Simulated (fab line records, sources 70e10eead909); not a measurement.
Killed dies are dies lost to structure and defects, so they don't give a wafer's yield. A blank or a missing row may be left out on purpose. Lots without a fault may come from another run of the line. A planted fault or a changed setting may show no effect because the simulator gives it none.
Chamber matching | flow nand_harc | NHARC_A_ONON_D1_DEP_33 on pecvd-03: 3 sister chambers
The step deposits SiO2, target thk 200 nm. 3 wafers are shown with their chamber, then 10 later ones without.

WAFERS WITH THEIR CHAMBER
wafer  | chamber | heater_power_w (W)
L083.1 | 2       | 589
L086.1 | 1       | 504
L086.2 | 0       | 471

WAFERS WITHOUT THEIR CHAMBER
wafer  | heater_power_w (W)
L086.5 | 487
L087.1 | 488
L087.2 | 569
L087.3 | 658
L088.1 | 495
L088.3 | 631
L088.4 | 394
L091.1 | 449
L091.3 | 489
L091.5 | 467

WHICH CHAMBER EACH WENT THROUGH
wafer  | from the rows above     | in truth
L086.5 | can't be placed: 0 or 1 | 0
L087.1 | can't be placed: 1 or 0 | 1
L087.2 | can't be placed: 2 or 1 | 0
L087.3 | 2                       | 2
L088.1 | can't be placed: 1 or 0 | 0
L088.3 | 2                       | 2
L088.4 | can't be placed: 0 or 1 | 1
L091.1 | can't be placed: 0 or 1 | 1
L091.3 | can't be placed: 1 or 0 | 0
L091.5 | can't be placed: 0 or 1 | 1
Placed correctly: 2 of 10. Can't be placed from these rows: 8 (the true chamber is among the candidates in 7). Placed wrongly: 0.
How it was worked out, from the rows above alone: a wafer's distance from a chamber is the root of the sum, over the readings, of the square of ((its reading less the chamber's mean) divided by the reading's scatter). The wafer belongs to the nearest chamber; if the next one is less than 2 further off, it can't be placed. A chamber's mean is the mean of its shown wafers. The scatter: with one shown wafer a chamber, the root of the mean of the squares of how far each hidden wafer lies from its nearest shown one.
